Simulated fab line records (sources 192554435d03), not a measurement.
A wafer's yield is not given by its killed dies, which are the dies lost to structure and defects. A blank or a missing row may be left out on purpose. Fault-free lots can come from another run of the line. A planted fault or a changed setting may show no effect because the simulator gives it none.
Split-lot study    flow n5-finfet    route with 1938 steps; 7 lots, 21 wafers read

SPLIT DETAILS
At N5_BEOL_M2_TRENCH_ETCH_37 (etches SiOC in C4F6/O2, target depth 55.555 nm, time 29.2 s), the setting bias-w was moved away from the recipe's 185 W on 10 of the 21 wafers read, by -11.9% to +17.0%. The other wafers ran this setting at the recipe's value.

The reading is taken at the split's own step.

THE READING
rf-vpp-V, in V, at N5_BEOL_M2_TRENCH_ETCH_37 (etches SiOC in C4F6/O2, target depth 55.555 nm, time 29.2 s). Typical for fault-free wafers on this fab line: 664 V, with standard deviation 12 V.

wafer   tool, chamber at the split  bias-w as run, W  against the recipe  rf-vpp-V, V  against lot-mates on the recipe
L080.1  rie-diel-03, 1              185               recipe              671          -
L080.4  rie-diel-03, 1              185               recipe              669          -
L080.5  rie-diel-03, 3              185               recipe              640          -
L083.1  rie-diel-06, 2              185               recipe              689          -
L083.4  rie-diel-06, 0              185               recipe              659          -
L083.5  rie-diel-06, 1              162.9             -11.9%              609          -65
L085.3  rie-diel-01, 2              185               recipe              666          -
L085.5  rie-diel-01, 2              208.7             +12.8%              733          +72
L085.6  rie-diel-01, 3              185               recipe              657          -
L087.1  rie-diel-06, 3              185               recipe              663          -
L087.2  rie-diel-06, 1              216.4             +17.0%              764          +101
L087.6  rie-diel-06, 1              216.4             +17.0%              763          +100
L088.1  rie-diel-06, 2              185               recipe              687          -
L088.2  rie-diel-06, 1              171               -7.6%               634          -53
L088.6  rie-diel-06, 3              171               -7.6%               623          -64
L095.1  rie-diel-01, 0              197.2             +6.6%               703          +39
L095.3  rie-diel-01, 3              197.2             +6.6%               693          +29
L095.4  rie-diel-01, 2              185               recipe              664          -
L096.3  rie-diel-01, 1              213.2             +15.2%              724          +59
L096.5  rie-diel-01, 3              213.2             +15.2%              736          +71
L096.6  rie-diel-01, 2              185               recipe              665          -

FIT RESULTS
A straight line over all 21 wafers: rf-vpp-V changes by +5.01 V for each +1% of bias-w; r = +0.96; the points scatter about the line by 12 V.
The same after taking each lot's own level away (the mean of its wafers on the recipe; 21 wafers): +5.56 V for each +1%; r = +0.97; scatter 11 V.
The reading moves by 94 V for the largest change in bias-w, on that fit.
Across the lots, their own levels run from 660.0 to 687.0 V, a range of 2.2 times the standard deviation given above.
The two slopes agree, so the slope changes little with the lot-to-lot level.
Check: with one of the wafers moved furthest among these (+17.0%) left out of the fit, the line predicts +89 V for it against its lot-mates. Against them it came out at +101 V.
Tool readings at the split's step, against how far the setting was moved: rf-vpp-V r = +0.96.

FURTHER SPLITS ON THESE WAFERS
Other splits were also applied to these wafers ahead of the reading. Each is held against what the fit with the lots' levels taken away leaves over:
other split on the same wafers  wafers away from the commonest value  r with rf-vpp-V (lot level and that fit taken away)
N5_BEOL_M2_ETCH_69 bias-w       7                                     +0.23

THE WHOLE CHAIN: every reading that the file lists as answering this split, in the file's order
step                       what it does                                                 reading                                                                    change (the file's fit)                r (the file's)
N5_BEOL_M2_TRENCH_ETCH_37  etches SiOC in C4F6/O2, target depth 55.555 nm, time 29.2 s  rf-vpp-V                                                                   +5.45 V for each +1% of the setting    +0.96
N5_BEOL_M2_TRENCH_ETCH_37  etches SiOC in C4F6/O2, target depth 55.555 nm, time 29.2 s  etch.depth-nm (the simulator's own value, which no gauge read)             +0.27 nm for each +1% of the setting   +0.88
N5_BEOL_M2_TRENCH_ETCH_37  etches SiOC in C4F6/O2, target depth 55.555 nm, time 29.2 s  BEOL_M2.feature-depth-nm (the simulator's own value, which no gauge read)  +0.272 nm for each +1% of the setting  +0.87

THE FILE'S OWN FIT
rf-vpp-V changes by +5.45 V for each +1% of bias-w, r = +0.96.
